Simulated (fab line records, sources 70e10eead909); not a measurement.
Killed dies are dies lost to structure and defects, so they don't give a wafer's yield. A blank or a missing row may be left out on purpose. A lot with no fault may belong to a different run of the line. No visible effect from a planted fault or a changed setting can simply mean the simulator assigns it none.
Which tool did it? -- flow nandHarc -- 36 wafers from 12 lots sampled at 7 of the route's 1159 steps

== WHAT THE GAUGES SHOWED, per wafer ==
NHARC_P_ZERO_WELL_INSPECT_43.
lot,measured,on,rawDefectCount
L948,day 2 01:44,defectInspect-02,12 10 11
L949,day 2 07:22,defectInspect-02,16 12 21
L951,day 2 19:44,defectInspect-02,33 9 18
L952,day 3 01:31,defectInspect-01,16 20 24
L953,day 3 07:26,defectInspect-01,13 4 8
L960,day 5 01:32,defectInspect-01,9 20 27
L962,day 5 13:31,defectInspect-02,32 14 13
L964,day 6 01:28,defectInspect-01,14 8 11
L966,day 6 13:10,defectInspect-01,498 494 498
L967,day 6 19:45,defectInspect-01,489 528 479
L968,day 7 01:41,defectInspect-01,24 22 13
L969,day 7 07:50,defectInspect-01,10 9 15

NHARC_P_STI_INSPECT_11.
lot,measured,on,rawDefectCount
L948,day 2 18:30,defectInspect-01,4 7 5
L949,day 3 02:31,defectInspect-02,4 3 4
L951,day 3 12:44,defectInspect-02,4 9 5
L952,day 3 19:16,defectInspect-01,5 4 2
L953,day 3 19:17,defectInspect-02,10 6 2
L960,day 5 16:59,defectInspect-01,3 4 10
L962,day 6 04:58,defectInspect-01,4 8 4
L964,day 6 15:28,defectInspect-01,6 5 4
L966,day 7 04:40,defectInspect-01,501 503 485
L967,day 7 12:52,defectInspect-02,471 522 471
L968,day 7 18:44,defectInspect-02,3 4 1
L969,day 7 23:11,defectInspect-02,3 1 4

NHARC_P_GATE_CD_MEAS_46: target cd 720 nm.
lot,measured,on,cdNm (nm)
L948,day 5 09:58,cdSem-01,719.4 724.6 717.3
L949,day 5 23:13,cdSem-03,714.7 718.1 718.1
L951,day 5 22:51,cdSem-01,719.5 714.7 717.1
L952,day 6 16:01,cdSem-02,717.6 719.0 719.4
L953,day 6 13:05,cdSem-02,715.2 719.6 720.2
L960,day 8 08:16,cdSem-03,717.9 721.6 717.6
L962,day 8 16:11,cdSem-03,719.6 721.0 719.6
L964,day 9 07:19,cdSem-03,719.8 715.6 722.2
L966,day 9 23:14,cdSem-03,724.7 719.4 721.9
L967,day 10 08:22,cdSem-03,721.5 725.6 719.2
L968,day 10 15:38,cdSem-03,723.5 726.0 720.8
L969,day 10 14:13,cdSem-01,714.7 721.3 721.0

NHARC_P_GATE_CD_MEAS_91: target cd 2000 nm.
lot,measured,on,cdNm (nm)
L948,day 5 13:20,cdSem-01,1998.6 1998.2 1999.6
L949,day 6 02:40,cdSem-01,1996.3 2000.4 1998.3
L951,day 6 02:19,cdSem-02,1998.0 1997.7 1996.6
L952,day 6 19:14,cdSem-01,1996.5 1998.2 1998.0
L953,day 6 16:21,cdSem-02,1999.8 1995.2 1996.4
L960,day 8 11:58,cdSem-01,1995.8 1996.5 1996.6
L962,day 8 19:31,cdSem-01,1996.2 1995.5 1996.0
L964,day 9 10:47,cdSem-01,1996.5 1998.3 1996.2
L966,day 10 02:28,cdSem-01,1996.2 1996.3 1996.6
L967,day 10 11:41,cdSem-03,1994.7 1995.2 1998.5
L968,day 10 19:01,cdSem-03,1996.8 1996.0 1998.8
L969,day 10 17:42,cdSem-01,1998.1 1993.1 1995.8

NHARC_END_SORT_01.
lot,measured,on,killedAtArray,killedAtOther,killedAtPeriphery,killedDies,killedOpen,killedShort
L966,day 23 22:45,prober-01,35 53 52,0 0 0,68 85 45,103 138 97,1 1 5,0 4 1
L967,day 23 22:55,prober-02,29 18 16,0 0 0,52 82 100,81 100 116,1 0 4,1 2 1

== WHAT TOOL EACH LOT RAN ON (gives the tool, then ch and the chambers of the sampled wafers, and finally the start) ==
lot,NHARC_P_ZERO_WELL_ETCH_65,NHARC_P_GATE_STRIP_112
L948,"rieDiel-08 ch 0,2,3, day 1 19:40","plasmaAsher-02 ch 0,1, day 5 12:16"
L949,"rieDiel-08 ch 0,1,2, day 2 01:22","plasmaAsher-02 ch 0, day 6 01:29"
L951,"rieDiel-08 ch 0,3, day 2 13:29","plasmaAsher-02 ch 0,1, day 6 01:11"
L952,"rieDiel-08 ch 0,1,3, day 2 19:29","plasmaAsher-01 ch 0,1, day 6 18:16"
L953,"rieDiel-07 ch 2,3, day 3 01:22","plasmaAsher-01 ch 0,1, day 6 15:19"
L960,"rieDiel-11 ch 2,3, day 4 19:25","plasmaAsher-02 ch 0,1, day 8 10:49"
L962,"rieDiel-07 ch 0,1,2, day 5 07:31","plasmaAsher-01 ch 0,1, day 8 18:28"
L964,"rieDiel-11 ch 0,1,3, day 5 19:22","plasmaAsher-01 ch 1, day 9 09:35"
L966,"rieDiel-11 ch 0,1,3, day 6 07:22","plasmaAsher-01 ch 0,1, day 10 01:25"
L967,"rieDiel-11 ch 0,1,3, day 6 13:29","plasmaAsher-02 ch 0,1, day 10 10:31"
L968,"rieDiel-07 ch 1,2, day 6 19:21","plasmaAsher-02 ch 0,1, day 10 17:53"
L969,"rieDiel-08 ch 2,3, day 7 01:33","plasmaAsher-02 ch 0,1, day 10 16:31"
- NHARC_P_ZERO_WELL_ETCH_65: etches the open film in N2/H2, target depth 80 nm, overetch 24 nm, time 87.88 s.
- NHARC_P_GATE_STRIP_112: strips in N2/H2, time 200 s.

== WHAT THE TOOLS THEMSELVES READ (means of the sampled wafers that have a number; where no wafer has one, the mark that the record gives instead) ==
NHARC_P_ZERO_WELL_ETCH_65.
lot,tool,chamberPressureMTorr (mTorr),drypumpMotorCurrentA (A),oesProductAu (a.u.),rfVppV (V),showerheadPlenumPTorr (Torr),throttleValvePct (%)
L948,rieDiel-08,30.008,5.9,0.996,434.3,2.15,14.167
L949,rieDiel-08,30.008,5.8,0.995,432.1,2.09,14.180
L951,rieDiel-08,29.995,6.0,0.991,433.0,2.16,14.164
L952,rieDiel-08,29.988,6.1,0.998,431.3,2.10,14.170
L953,rieDiel-07,29.995,6.0,0.999,434.1,2.18,14.169
L960,rieDiel-11,30.004,5.9,0.998,432.1,2.09,14.182
L962,rieDiel-07,29.978,5.3,1.004,431.9,2.10,14.165
L964,rieDiel-11,30.006,5.8,0.985,431.3,2.06,14.176
L966,rieDiel-11,29.998,5.8,0.982,430.8,2.06,14.169
L967,rieDiel-11,29.998,5.7,0.988,430.6,2.06,14.178
L968,rieDiel-07,30.034,5.2,1.006,433.8,2.19,14.167
L969,rieDiel-08,30.015,5.8,0.994,433.0,2.14,14.167

NHARC_P_GATE_STRIP_112.
lot,tool,drypumpMotorCurrentA (A),heaterPowerW (W)
L948,plasmaAsher-02,5.5,90
L949,plasmaAsher-02,4.8,95
L951,plasmaAsher-02,5.5,91
L952,plasmaAsher-01,5.3,89
L953,plasmaAsher-01,5.5,92
L960,plasmaAsher-02,5.1,93
L962,plasmaAsher-01,5.5,91
L964,plasmaAsher-01,5.2,87
L966,plasmaAsher-01,5.4,90
L967,plasmaAsher-02,5.5,90
L968,plasmaAsher-02,5.4,89
L969,plasmaAsher-02,5.1,95

== THE ANSWER, worked out from the rows above alone ==
Rule: what is usual is taken from the lots themselves. Put in order of their means at a reading, lots are off if they are a third of the lots or fewer, leave a main group of 4 or more, and stand apart from it by a gap of 3 or more times the standard deviation of the main group's means; of several such gaps the widest counts. If all means in a main group match to the digits the tables above print for the reading, that group is not used. Also off: a lot with no number at a reading for which 4 or more lots have one. The other lots that the step has rows for count as sound. The gauges are gone through in route order, then the tools' own readings, and for those a lot's mean is taken as printed above. The first step at which some lot is off is used, and at that step the reading that is off furthest; a lot without a number counts as furthest.
Off: L966, L967, at NHARC_P_ZERO_WELL_INSPECT_43 (rawDefectCount). For the main group the mean is 16 and the standard deviation 4.4.
If a tool, at a process step before that reading, ran all the lots that are off and no sound lot after the first of them, it fits. Those tools and the gauges at NHARC_P_ZERO_WELL_INSPECT_43 are tried in the same way. One fits: NHARC_P_ZERO_WELL_ETCH_65 on rieDiel-11. Its last sound lot is L964 (day 5 19:22), its first lot that is off L966 (day 6 07:22): a fault that began between those two fits.

== WHAT THE SIMULATOR HAD PUT IN ==
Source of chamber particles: rieDiel-11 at NHARC_P_ZERO_WELL_ETCH_65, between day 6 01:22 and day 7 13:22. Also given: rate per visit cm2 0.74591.
Shown lots that were struck: L966, L967. The rule above found the same.
